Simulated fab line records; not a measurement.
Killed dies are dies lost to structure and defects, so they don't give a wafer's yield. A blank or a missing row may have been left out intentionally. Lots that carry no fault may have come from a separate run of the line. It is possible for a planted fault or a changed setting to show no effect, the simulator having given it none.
A lot that was struck, set against a sound lot | flow n5-finfet | 28 out of 1938 route steps
Sound: wafers L339.1, L339.3, L339.6. Struck: wafer L342.6 (left out: L342.2, L342.3 of the same lot, which were not struck); the cause appears at the end.
Order at every step that has rows: each side's tool, ch and its chambers, its first start. Under that, the readings that differ: sound wafers | struck wafers | difference of the means | sigmas: that difference in standard deviations of wafers without a fault.
alike: words and numbers the same on both sides, and readings whose means are apart by under 2 such deviations; not compared: readings that were withheld, readings missing a value for some wafer, numbers with overlapping values and no deviation given by the record, and bounds like >300 which may hide the same value.
A row with sigmas, a row that says differs or no value, or rows on one side alone: a step with any of these is where the two part. Numbers that have no deviation but don't overlap get no sigmas and don't part them. Lack of a reading on every wafer of one side parts them only where that side has two or more wafers.

first, 11 steps without rows for these wafers: N5_MOL_CONTACT_COAG_DESCUM_88 (chemistry O2, time 7 s); N5_MOL_CONTACT_COAG_ETCH_89 (etches underlayer in N2/H2, target depth 13 nm, time 10.4 s); N5_MOL_CONTACT_COAG_ETCH_90 (etches SiARC in CF4, target depth 13 nm, time 21.7 s); N5_MOL_CONTACT_COAG_ALD_131 (deposits SiO2, target thk 5 nm, pulse time 1 s, co reactant pulse time 1 s); N5_MOL_CONTACT_COAG_ETCHBACK_132 (etches SiO2 in CHF3, target depth 10 nm, time 6.7 s); N5_MOL_CONTACT_COAG_ETCH_91 (etches SOC in N2/H2, target depth 60 nm, overetch 21 nm, time 101.2 s); N5_MOL_CONTACT_COAG_STRIP_92 (strips in N2/H2); N5_MOL_CONTACT_COAG_STRIP_93 (strips in N2/H2); N5_MOL_CONTACT_COAG_ETCHBACK_135 (etches SiO2 in CHF3, target depth 25 nm, time 16.7 s); N5_MOL_CONTACT_COAG_STRIP_118 (strips in CHF3); N5_MOL_CONTACT_COAG_VIA_ETCH_46 (etches SiO2 in C4F6/O2, target depth 46 nm, overetch 9.2 nm, time 40 s).
N5_MOL_CONTACT_COAG_STRIP_96: strips in N2/H2.
  sound on rie-diel-04 ch 1,2,3, day 7 21:39; struck on rie-diel-04 ch 2, day 8 19:29
  reading     | sound             | struck | difference | sigmas
  power-w (W) | 502.5 501.8 498.9 | 497.0  | -4.1       | -3
  alike: drypump-motor-current-A, oes-product-au, rf-vpp-V, showerhead-plenum-p-Torr, throttle-valve-pct
  not compared: rf-hours-counter-h
then, 13 steps without rows for these wafers: N5_MOL_CONTACT_COAG_ETCH_47 (etches SiNx in CH3F/O2, stops on W, target depth 27 nm); N5_MOL_CONTACT_COAG_STRIP_119 (strips in N2/H2, time 30 s); N5_MOL_CONTACT_COAG_PRECLEAN_144 (cleans in alkaline clean, time 60 s); N5_MOL_CONTACT_COAG_SRD_145 (time 30 s); N5_MOL_CONTACT_COAG_COAT_62 (time 60 s, resist thk 60 nm); N5_MOL_CONTACT_COAG_COAT_63 (time 60 s, resist thk 10 nm); N5_MOL_CONTACT_COAG_COAT_64 (time 60 s, resist thk 10 nm); N5_MOL_CONTACT_COAG_COAT_34 (resist thk 40 nm); N5_MOL_CONTACT_COAG_EBR_36; N5_MOL_CONTACT_COAG_SOFTBAKE_35 (time 60 s); N5_MOL_CONTACT_COAG_EXPOSE_37 (exposes mask VD, defocus 0 nm); N5_MOL_CONTACT_COAG_PEB_38 (peb time 60 s); N5_MOL_CONTACT_COAG_DEVELOP_39 (develop time 30 s).
N5_MOL_CONTACT_COAG_INSPECT_42: inspects for defects (brightfield).
  sound on defect-inspect-02, day 7 22:27; struck on defect-inspect-02, day 8 20:19
  reading          | sound       | struck | difference | sigmas
  raw-defect-count | 141 275 168 | 497    | +302       | +4
then, 1 step without rows for these wafers: N5_MOL_CONTACT_COAG_DESCUM_45 (chemistry O2, time 7 s).
-- record jumps: 7 days separate the struck wafers' starts on either side; left off in module MOL_CONTACT_COAG, taken up again in module PASSIVATION, whose first shown step is the route's number 1936 --
N5_PASSIVATION_PROBE_49:
  sound on prober-01, day 15 06:40; struck on prober-02, day 16 03:13
  reading            | sound      | struck | difference | sigmas
  killed-at-contacts | 6 11 9     | 82     | +73        | +12
  killed-dies        | 112 79 118 | 178    | +75        | +4
  killed-on-rim      | 19 9 15    | 34     | +20        | +5
  alike: killed_at_M0_to_M3, killed_at_M4_up, killed-at-front-end, killed-at-other, killed-open, killed-short

## WHERE THEY PART
First at N5_MOL_CONTACT_COAG_STRIP_96; last, within this record, at N5_PASSIVATION_PROBE_49.

WHY: whatever the simulator had introduced
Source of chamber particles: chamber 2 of rie-diel-04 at N5_MOL_CONTACT_COAG_STRIP_96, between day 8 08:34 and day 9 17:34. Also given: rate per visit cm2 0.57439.
